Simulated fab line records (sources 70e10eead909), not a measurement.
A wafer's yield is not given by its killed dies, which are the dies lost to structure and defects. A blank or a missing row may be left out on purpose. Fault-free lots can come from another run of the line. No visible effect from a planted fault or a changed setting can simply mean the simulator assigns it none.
fab line records	flow nand_harc
record lots=6	wafers=18	last_day=25
route steps=1159 shown A_SGD_CUT@751 END@1159
lots untouched by any fault: they come from a run of this same line in which no faults occurred
start_h: the number of hours between the record's first day and the start of the first shown wafer of the lot	wait_h: hours from the lot's prior step to this one	" same as the row above	L1.1+2: several wafers, shown together as one row	- no value, or no start was given	* or withheld: withheld	< > ~ a bound
route shown NAME@n: names a module that has steps shown in the file, with the first one's number in the route	usual: mean/standard deviation taken from wafers without a fault	same: alike in all rows	chamber/n: place in a boat	sites: readings site by site	_std_site: their standard deviation	_edge_site: outer sites' mean less inner sites'	radius_mm: how far each site lies from the wafer's centre	mask NAME#n: copy n	behind: the last tool/chamber to shape the wafer	hold: reason for holding the lot/hours on hold/outcome of the hold	device: names the non-switching transistor (n, p or np)	end of line: at the end of the route, the tests of the same wafers	a step given without rows: its recipe and nothing more	killed: dies lost to structure and defects at the first sort, not the wafer's yield	map: a wafer's dies, x killed, . not, _ none there
set.NAME: setting as actually run; set.NAME@STEP: the setting as run at that earlier step	model.NAME: the simulator's own value behind a step, which no gauge read
lots seen at some steps along the route; tables by step, rows by wafer
services: the hour from which a tool's chamber was out of use, counted from the record's first day as start_h (under 0 if before that day), plus the number of hours and why
## steps
# step NHARC_A_SGD_CUT_COAT_57
# recipe temp_c=225	time_s=65
# step NHARC_A_SGD_CUT_COAT_03
# recipe spin_rpm=1500	resist_thk_nm=90
# step NHARC_A_SGD_CUT_SOFTBAKE_04
# recipe temp_c=105	time_s=55
# step NHARC_A_SGD_CUT_EBR_05
# step NHARC_A_SGD_CUT_EXPOSE_06
# recipe na=1.35	dose_mj=85.59	mask_id=SGD
# step NHARC_A_SGD_CUT_PEB_07
# recipe peb_temp_c=100	peb_time_s=65
# step NHARC_A_SGD_CUT_DEVELOP_08
# recipe develop_time_s=35	dev_temp_c=23
# step NHARC_A_SGD_CUT_CD_MEAS_09
# recipe target_cd_nm=100	landing_energy_ev=500
# usual cd_nm=99.9/0.6
lot.wafer	tool	chamber	start_h	wait_h	cd_nm
L996.2	cd_sem-02	0	315.66	-	100.8
L996.3	"	0	"	"	101.0
L996.6	"	0	"	"	100.9
L999.2	cd_sem-03	0	325.12	-	99.2
L999.3	"	0	"	"	99.8
L999.4	"	0	"	"	99.4
L113.2	cd_sem-02	0	405.42	-	100.6
L113.3	"	0	"	"	100.1
L113.4	"	0	"	"	100.1
L115.2	cd_sem-01	0	420.37	-	100.2
L115.3	"	0	"	"	101.3
L115.5	"	0	"	"	100.8
L117.3	cd_sem-01	0	429.26	-	99.7
L117.5	"	0	"	"	100.2
L117.6	"	0	"	"	99.7
L118.1	cd_sem-01	0	452.12	-	99.6
L118.5	"	0	"	"	99.5
L118.6	"	0	"	"	99.9
# step NHARC_A_SGD_CUT_OVL_MEAS_10
# usual overlay_x_nm=-0.1/0.95	overlay_y_nm=-0.1/1.1
lot.wafer	tool	chamber	start_h	wait_h	overlay_x_nm	overlay_y_nm
L996.2	overlay-02	-	315.74	-	-0.2	-2.8
L996.3	"	-	"	"	0.4	-2.7
L996.6	"	-	"	"	0.1	-3.2
L999.2	overlay-02	-	325.22	-	0.6	1.0
L999.3	"	-	"	"	1.1	0.6
L999.4	"	-	"	"	0.7	0.0
L113.2	overlay-01	-	405.51	-	-0.6	0.2
L113.3	"	-	"	"	0.2	0.3
L113.4	"	-	"	"	-0.2	-0.1
L115.2	overlay-01	-	420.45	-	-1.3	-0.3
L115.3	"	-	"	"	-1.3	-0.3
L115.5	"	-	"	"	-0.9	-0.4
L117.3	overlay-01	-	429.35	-	0.3	0.0
L117.5	"	-	"	"	0.0	-0.4
L117.6	"	-	"	"	-0.3	-0.1
L118.1	overlay-02	-	452.21	-	-0.2	-0.6
L118.5	"	-	"	"	-0.8	-1.0
L118.6	"	-	"	"	-0.4	-1.7
# step NHARC_A_SGD_CUT_INSPECT_11
# usual raw_defect_count=17/8.4
lot.wafer	tool	chamber	start_h	wait_h	raw_defect_count
L996.2	defect_inspect-01	-	315.78	0.0	9
L996.3	"	-	"	"	12
L996.6	"	-	"	"	8
L999.2	defect_inspect-02	-	325.26	0.0	21
L999.3	"	-	"	"	20
L999.4	"	-	"	"	21
L113.2	defect_inspect-02	-	405.54	0.0	30
L113.3	"	-	"	"	37
L113.4	"	-	"	"	41
L115.2	defect_inspect-02	-	420.49	0.0	28
L115.3	"	-	"	"	21
L115.5	"	-	"	"	21
L117.3	defect_inspect-02	-	429.39	0.0	8
L117.5	"	-	"	"	12
L117.6	"	-	"	"	15
L118.1	defect_inspect-02	-	452.25	0.0	12
L118.5	"	-	"	"	10
L118.6	"	-	"	"	13
# step NHARC_A_SGD_CUT_DESCUM_14
# recipe time_s=3	o2_flow_sccm=200	ar_flow_sccm=0	bias_power_w=0	chemistry=O2
# usual drypump_motor_current_A=5.6/0.35	oes_product_au=1.002/0.011	rf_vpp_V=57.8/0.9	showerhead_plenum_p_Torr=1.96/0.096	throttle_valve_pct=11.310/0.009
# same time_s=3
lot.wafer	tool	chamber	start_h	wait_h	drypump_motor_current_A	oes_product_au	rf_hours_counter_h	rf_vpp_V	showerhead_plenum_p_Torr	throttle_valve_pct
L996.3	rie_diel-05	3	315.84	0.1	5.3	0.997	9	57.0	1.79	11.307
L996.2	"	0	"	"	6.0	0.995	9	57.7	1.95	11.318
L996.6	"	1	"	"	5.7	0.997	-	57.1	1.95	11.306
L999.3	rie_diel-08	0	325.33	0.1	5.5	0.988	1	59.3	2.06	11.330
L999.2	"	1	"	"	5.1	1.004	1	58.0	2.06	11.306
L999.4	"	2	"	"	5.3	1.017	1	58.5	1.86	11.321
L113.4	rie_diel-08	0	405.60	0.1	5.5	0.992	11	58.5	2.06	11.298
L113.3	"	1	"	"	5.1	0.998	11	60.9	2.06	11.319
L113.2	"	3	"	"	5.6	1.006	11	57.3	1.91	11.298
L115.2	rie_diel-08	0	420.56	0.1	5.5	1.001	12	60.1	2.06	11.303
L115.3	"	2	"	"	5.3	1.013	11	57.7	1.85	11.309
L115.5	"	3	"	"	5.6	1.006	-	58.8	1.91	11.322
L117.3	rie_diel-11	1	429.47	0.1	5.7	1.016	5	57.1	1.82	11.298
L117.5	"	3	"	"	6.4	1.017	-	57.3	2.04	11.307
L117.6	"	0	"	"	5.4	0.999	-	57.5	1.98	11.322
L118.1	rie_diel-05	2	452.34	0.1	5.5	1.008	7	58.9	2.05	11.327
L118.6	"	3	"	"	5.3	0.983	-	56.8	1.78	11.309
L118.5	"	0	"	"	6.0	0.997	-	57.6	1.95	11.302
# step NHARC_A_SGD_CUT_ETCH_58
# recipe target_depth_a=390	over_etch_frac=0.3	time_s=65	ion_energy_ev=80	cf4_flow_sccm=150	ar_flow_sccm=0	rf_w=300	bias_w=100	chemistry=CF4
# usual drypump_motor_current_A=5.6/0.34	oes_product_au=1.003/0.011	rf_vpp_V=151.8/1.2	showerhead_plenum_p_Torr=1.80/0.08	throttle_valve_pct=13.282/0.0085
# same time_s=65
lot.wafer	tool	chamber	start_h	wait_h	drypump_motor_current_A	oes_product_au	rf_hours_counter_h	rf_vpp_V	showerhead_plenum_p_Torr	throttle_valve_pct
L996.2	rie_diel-05	1	315.94	0.1	5.7	1.010	10	150.7	1.80	13.286
L996.3	"	3	"	"	5.3	0.997	9	150.0	1.66	13.273
L996.6	"	3	"	"	5.3	1.003	-	150.5	1.66	13.273
L999.4	rie_diel-08	3	325.40	0.1	5.6	1.014	1	151.6	1.77	13.280
L999.2	"	0	"	"	5.5	0.998	1	152.5	1.89	13.288
L999.3	"	1	"	"	5.1	0.993	1	152.2	1.89	13.283
L113.2	rie_diel-08	2	405.69	0.1	5.4	1.019	10	151.3	1.72	13.295
L113.4	"	0	"	"	5.5	0.996	11	153.2	1.89	13.283
L113.3	"	1	"	"	5.1	1.010	11	152.3	1.89	13.275
L115.2	rie_diel-08	2	420.63	0.1	5.4	1.018	11	150.8	1.72	13.281
L115.3	"	3	"	"	5.6	0.998	12	151.0	1.77	13.292
L115.5	"	3	"	"	5.6	1.000	-	151.9	1.77	13.281
L117.3	rie_diel-11	2	429.55	0.1	5.8	1.008	5	152.5	1.89	13.264
L117.6	"	3	"	"	6.4	1.018	-	152.7	1.88	13.300
L117.5	"	0	"	"	5.4	1.002	-	151.5	1.83	13.274
L118.1	rie_diel-05	0	452.40	0.1	6.0	0.994	8	153.0	1.80	13.286
L118.6	"	0	"	"	6.0	1.001	-	151.9	1.80	13.268
L118.5	"	1	"	"	5.7	0.998	-	151.3	1.80	13.294
# step NHARC_A_SGD_CUT_ETCH_59
# recipe target_depth_a=2600	over_etch_frac=0.25	time_s=406.25	ion_energy_ev=200	n2_flow_sccm=150	h2_flow_sccm=150	ar_flow_sccm=0	rf_w=400	bias_w=150	chemistry=N2/H2
# usual drypump_motor_current_A=5.6/0.34	oes_product_au=1.004/0.011	rf_vpp_V=431.8/2.9	showerhead_plenum_p_Torr=2.09/0.11	throttle_valve_pct=14.171/0.009
# same time_s=406.25
lot.wafer	tool	chamber	start_h	wait_h	drypump_motor_current_A	oes_product_au	rf_hours_counter_h	rf_vpp_V	showerhead_plenum_p_Torr	throttle_valve_pct
L996.3	rie_diel-05	0	316.05	-	6.1	1.005	9	433.1	2.08	14.181
L996.2	"	3	"	"	5.3	1.007	9	425.0	1.90	14.178
L996.6	"	3	"	"	5.3	1.002	-	427.3	1.90	14.161
L999.3	rie_diel-08	1	325.49	-	5.1	1.003	1	434.6	2.20	14.173
L999.4	"	2	"	"	5.3	1.015	1	428.4	1.98	14.168
L999.2	"	0	"	"	5.5	0.988	1	434.5	2.20	14.177
L113.3	rie_diel-08	0	405.80	-	5.5	0.878	11	434.7	2.20	14.177
L113.4	"	1	"	"	5.1	0.997	11	435.3	2.20	14.188
L113.2	"	3	"	"	5.6	0.995	11	432.1	2.04	14.181
L115.3	rie_diel-08	0	420.76	-	5.5	0.882	12	433.6	2.20	14.169
L115.2	"	2	"	"	5.4	1.009	11	428.1	1.97	14.176
L115.5	"	3	"	"	5.6	1.006	-	429.9	2.04	14.187
L117.3	rie_diel-11	0	429.68	-	5.4	0.992	5	432.9	2.12	14.178
L117.5	"	2	"	"	5.8	0.999	-	435.4	2.19	14.175
L117.6	"	3	"	"	6.4	1.013	-	434.7	2.18	14.172
L118.1	rie_diel-05	0	452.49	-	6.0	1.003	8	431.0	2.08	14.161
L118.6	"	0	"	"	6.0	1.002	-	430.0	2.08	14.183
L118.5	"	1	"	"	5.7	1.009	-	431.2	2.08	14.158
# step NHARC_A_SGD_CUT_ETCH_15
# recipe target_depth_a=750	time_s=64.3	ch3f_flow_sccm=50	o2_flow_sccm=30	ar_flow_sccm=200	rf_w=500	bias_w=100	chemistry=CH3F/O2
# usual drypump_motor_current_A=5.6/0.32	oes_product_au=0.964/0.019	rf_vpp_V=264.8/1.9	showerhead_plenum_p_Torr=2.51/0.12	throttle_valve_pct=20.663/0.0096
# same time_s=64.3
lot.wafer	tool	chamber	start_h	wait_h	drypump_motor_current_A	oes_product_au	rf_hours_counter_h	rf_vpp_V	showerhead_plenum_p_Torr	throttle_valve_pct
L996.2	rie_diel-05	0	-	-	6.1	0.965	9	263.5	2.50	20.646
L996.3	"	1	"	"	5.7	0.969	10	264.2	2.50	20.666
L996.6	"	3	"	"	5.3	0.950	-	262.5	2.30	20.652
L999.3	rie_diel-08	0	-	-	5.5	0.951	2	266.1	2.64	20.665
L999.4	"	1	"	"	5.1	0.966	2	266.3	2.64	20.670
L999.2	"	3	"	"	5.6	0.966	2	265.0	2.46	20.658
L113.2	rie_diel-08	3	-	-	5.6	0.961	11	263.1	2.45	20.662
L113.4	"	0	"	"	5.5	0.932	11	267.7	2.64	20.650
L113.3	"	2	"	"	5.4	0.967	10	262.6	2.38	20.652
L115.3	rie_diel-08	0	-	-	5.5	0.950	12	265.9	2.64	20.670
L115.2	"	2	"	"	5.4	0.991	11	263.1	2.38	20.662
L115.5	"	0	"	"	5.5	0.961	-	266.9	2.64	20.666
L117.3	rie_diel-11	3	-	-	6.4	0.971	5	267.2	2.62	20.659
L117.5	"	1	"	"	5.7	0.978	-	261.2	2.34	20.664
L117.6	"	2	"	"	5.8	0.994	-	266.8	2.63	20.680
L118.1	rie_diel-05	0	-	-	6.1	0.940	8	263.3	2.50	20.687
L118.5	"	1	"	"	5.7	0.966	-	264.7	2.50	20.661
L118.6	"	2	"	"	5.5	0.971	-	267.3	2.63	20.650
# step NHARC_END_SORT_01
# recipe temp_c=25
# usual killed_at_array=25/9.2	killed_at_other=0.8/1.2	killed_at_periphery=3.9/2.6	killed_dies=30/9.7	killed_open=3.4/1.9	killed_short=2.0/1.4
# same gross_dies=677
lot.wafer	tool	chamber	start_h	wait_h	killed_at_array	killed_at_other	killed_at_periphery	killed_dies	killed_open	killed_short
L996.2	prober-02	0	452.20	2.8	17	0	4	21	2	0
L996.3	prober-02	0	453.00	3.1	27	0	6	33	6	1
L996.6	prober-02	0	455.41	4.0	23	0	6	29	8	1
L999.2	prober-02	0	476.46	2.8	37	0	9	46	8	3
L999.3	prober-02	0	477.27	3.1	36	0	10	46	6	3
L999.4	prober-02	0	478.09	3.4	29	1	13	43	1	1
L113.2	prober-01	0	544.74	2.8	25	3	6	34	6	3
L113.3	prober-01	0	545.54	3.1	34	3	2	39	1	5
L113.4	prober-01	0	546.34	3.4	31	0	1	32	2	1
L115.2	prober-02	0	552.51	2.8	47	0	3	50	4	2
L115.3	prober-02	0	553.30	3.1	39	1	5	45	1	0
L115.5	prober-02	0	554.89	3.7	39	3	4	46	6	2
L117.3	prober-01	0	561.19	3.1	41	0	0	41	2	4
L117.5	prober-01	0	562.76	3.6	28	1	2	31	7	1
L117.6	prober-01	0	563.54	3.9	29	1	3	33	4	1
L118.1	prober-02	0	590.85	2.5	12	1	4	17	7	0
L118.5	prober-02	0	594.02	3.7	12	1	1	14	5	2
L118.6	prober-02	0	594.81	4.0	13	0	0	13	4	1
# killed by level:class
L996.2 A_SLIT:chamber_film_flake=6 A_CHANNEL_HOLE_D1:chamber_film_flake=4 P_GATE:chamber_film_flake=3 A_CONTACT:chamber_film_flake=3 A_BLC:geometric_particle:open=1 A_M1:geometric_particle:open=1 P_ZERO_WELL:chamber_film_flake=1 A_STAIRCASE:chamber_film_flake=1
L996.3 A_SLIT:chamber_film_flake=7 A_CHANNEL_HOLE_D1:chamber_film_flake=6 A_STAIRCASE:chamber_film_flake=5 A_CONTACT:chamber_film_flake=4 A_CONTACT:geometric_particle:open=3 P_GATE:chamber_film_flake=3 P_GATE:geometric_particle:open=1 P_CONTACT:geometric_particle:short=1
L996.6 A_SLIT:chamber_film_flake=9 A_STAIRCASE:chamber_film_flake=5 A_M0:geometric_particle:open=3 P_M0:geometric_particle:open=2 P_GATE:chamber_film_flake=2 A_CONTACT:chamber_film_flake=2 P_M2:geometric_particle:open=1 A_CHANNEL_FILL_D1:geometric_particle:open=1
L999.2 A_CHANNEL_HOLE_D1:chamber_film_flake=11 A_SLIT:chamber_film_flake=8 A_CONTACT:chamber_film_flake=6 P_M2:chamber_film_flake=3 A_STAIRCASE:chamber_film_flake=3 P_CONTACT:geometric_particle:open=2 A_WL_FILL:geometric_particle:short=2 P_GATE:geometric_particle:open=1
L999.3 A_CHANNEL_HOLE_D1:chamber_film_flake=13 A_SLIT:chamber_film_flake=9 A_CONTACT:chamber_film_flake=5 P_M2:chamber_film_flake=4 A_STAIRCASE:chamber_film_flake=4 P_M0:geometric_particle:open=2 P_CONTACT:geometric_particle:open=1 P_M0:geometric_particle:short=1
L999.4 A_CHANNEL_HOLE_D1:chamber_film_flake=11 P_M2:chamber_film_flake=9 A_SLIT:chamber_film_flake=9 A_STAIRCASE:chamber_film_flake=5 A_CONTACT:chamber_film_flake=3 P_GATE:chamber_film_flake=2 P_CONTACT:geometric_particle:short=1 A_ONON_D1:geometric_particle:open=1
L113.2 A_CHANNEL_HOLE_D1:chamber_film_flake=15 A_STAIRCASE:chamber_film_flake=6 THIN_TSV:chamber_film_flake=3 P_CONTACT:geometric_particle:open=2 P_STI:geometric_particle:open=1 P_GATE:geometric_particle:open=1 P_M0:geometric_particle:open=1 P_M2:geometric_particle:open=1
L113.3 A_CHANNEL_HOLE_D1:chamber_film_flake=16 A_STAIRCASE:chamber_film_flake=9 A_SGD_CUT:area_etch=4 A_CHANNEL_FILL_D1:geometric_particle:short=3 THIN_TSV:chamber_film_flake=3 P_STI:geometric_particle:short=1 P_CONTACT:geometric_particle:open=1 A_ONON_D1:geometric_particle:short=1
L113.4 A_CHANNEL_HOLE_D1:chamber_film_flake=23 A_STAIRCASE:chamber_film_flake=6 P_M0:geometric_particle:open=1 A_ONON_D1:geometric_particle:short=1 A_WL_FILL:geometric_particle:open=1
L115.2 A_CHANNEL_HOLE_D1:chamber_film_flake=19 A_SLIT:chamber_film_flake=16 A_CONTACT:chamber_film_flake=5 P_CONTACT:geometric_particle:short=1 P_CONTACT:geometric_particle:open=1 A_SOURCE_PLATE:geometric_particle:open=1 A_WL_FILL:geometric_particle:short=1 A_WL_FILL:geometric_particle:open=1
L115.3 A_CHANNEL_HOLE_D1:chamber_film_flake=17 A_SLIT:chamber_film_flake=10 A_SGD_CUT:area_etch=8 P_M0:chamber_film_flake=5 A_CONTACT:chamber_film_flake=2 A_BLC:geometric_particle:open=1 A_CHANNEL_FILL_D1:chamber_film_flake=1 THIN_TSV:chamber_film_flake=1
L115.5 A_SLIT:chamber_film_flake=16 A_CHANNEL_HOLE_D1:chamber_film_flake=12 A_CONTACT:chamber_film_flake=4 A_CHANNEL_FILL_D1:geometric_particle:open=2 P_M0:chamber_film_flake=2 THIN_TSV:chamber_film_flake=2 P_M0:geometric_particle:open=1 A_CONTACT:geometric_particle:open=1
L117.3 A_SLIT:chamber_film_flake=15 A_CONTACT:chamber_film_flake=12 A_CHANNEL_HOLE_D1:chamber_film_flake=6 A_WL_FILL:chamber_film_flake=2 A_ONON_D1:geometric_particle:short=1 A_CHANNEL_HOLE_D1:geometric_particle:short=1 A_CHANNEL_HOLE_D1:geometric_particle:open=1 A_CHANNEL_FILL_D1:geometric_particle:short=1
L117.5 A_SLIT:chamber_film_flake=10 A_CONTACT:chamber_film_flake=6 A_CHANNEL_HOLE_D1:chamber_film_flake=5 A_M0:geometric_particle:open=3 A_CHANNEL_FILL_D1:geometric_particle:open=2 P_M0:geometric_particle:open=1 A_CONTACT:geometric_particle:open=1 P_BONDPAD:chamber_film_flake=1
L117.6 A_CONTACT:chamber_film_flake=10 A_SLIT:chamber_film_flake=8 A_CHANNEL_HOLE_D1:chamber_film_flake=6 P_GATE:geometric_particle:open=1 P_M0:geometric_particle:open=1 A_CHANNEL_HOLE_D1:geometric_particle:short=1 A_CHANNEL_FILL_D1:geometric_particle:open=1 A_CONTACT:geometric_particle:open=1
L118.1 A_CHANNEL_HOLE_D1:chamber_film_flake=6 P_CONTACT:geometric_particle:open=2 A_CONTACT:chamber_film_flake=2 P_M0:geometric_particle:open=1 A_ONON_D1:geometric_particle:open=1 A_CHANNEL_FILL_D1:geometric_particle:open=1 A_M0:geometric_particle:open=1 P_M1:chamber_film_flake=1
L118.5 A_CHANNEL_HOLE_D1:chamber_film_flake=4 A_CONTACT:geometric_particle:open=3 A_ONON_D1:geometric_particle:short=1 A_WL_FILL:geometric_particle:open=1 A_M1:geometric_particle:open=1 P_ZERO_WELL:chamber_film_flake=1 STARTING-WAFER:geometric_particle:short=1 A_SLIT:chamber_film_flake=1
L118.6 A_CHANNEL_HOLE_D1:chamber_film_flake=5 A_WL_FILL:chamber_film_flake=2 A_ONON_D1:geometric_particle:open=1 A_CHANNEL_FILL_D1:geometric_particle:short=1 A_WL_FILL:geometric_particle:open=1 A_CONTACT:geometric_particle:open=1 A_M0:geometric_particle:open=1 A_SLIT:chamber_film_flake=1
## services
tool	chamber	start_h	hours	kind
rie_diel-08	-	301.97	9.0	pm
rie_diel-08	0	301.97	9.0	vent_cycle
rie_diel-08	1	301.97	9.0	vent_cycle
rie_diel-08	2	301.97	9.0	vent_cycle
rie_diel-08	3	301.97	9.0	vent_cycle
rie_diel-05	2	308.18	14.5	repair
rie_diel-08	0	310.97	-	clean
rie_diel-08	1	310.97	-	clean
rie_diel-08	2	310.97	-	clean
rie_diel-08	3	310.97	-	clean
rie_diel-08	0	335.47	-	clean
rie_diel-08	1	335.47	-	clean
rie_diel-08	2	335.47	-	clean
rie_diel-08	3	335.47	-	clean
rie_diel-11	0	337.08	7.0	repair
rie_diel-05	-	340.60	9.0	pm
rie_diel-08	0	360.03	-	clean
rie_diel-08	1	360.03	-	clean
rie_diel-08	2	360.03	-	clean
rie_diel-08	3	360.03	-	clean
rie_diel-08	2	360.29	10.5	repair
rie_diel-11	1	364.91	8.4	repair
rie_diel-11	-	366.50	9.0	pm
rie_diel-08	0	384.53	-	clean
## key
first_sign step=NHARC_A_SGD_CUT_ETCH_59	reading=oes_product_au	direction=down	sigmas=11	usual=1.004	struck=0.880
effect none on later readings
met_at NHARC_A_SGD_CUT_ETCH_59
struck_wafers L113.3,L115.3
tester_left_out L113,L115
onset_between 325.49 405.80
fault kind=process_parameter_drift	tool=rie_diel-08	chamber=0	onset_h=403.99	steps=NHARC_A_SGD_CUT_ETCH_59	channel=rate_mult	offset=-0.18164	shape=step	end_h=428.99
# tester_left_out: of these lots the tester's yield and bins aren't shown, on N5 and GAA mostly nor the transistor test; their killed dies are dies lost to structure and defects alone, not to doping, threshold or leakage, so they don't give the yield
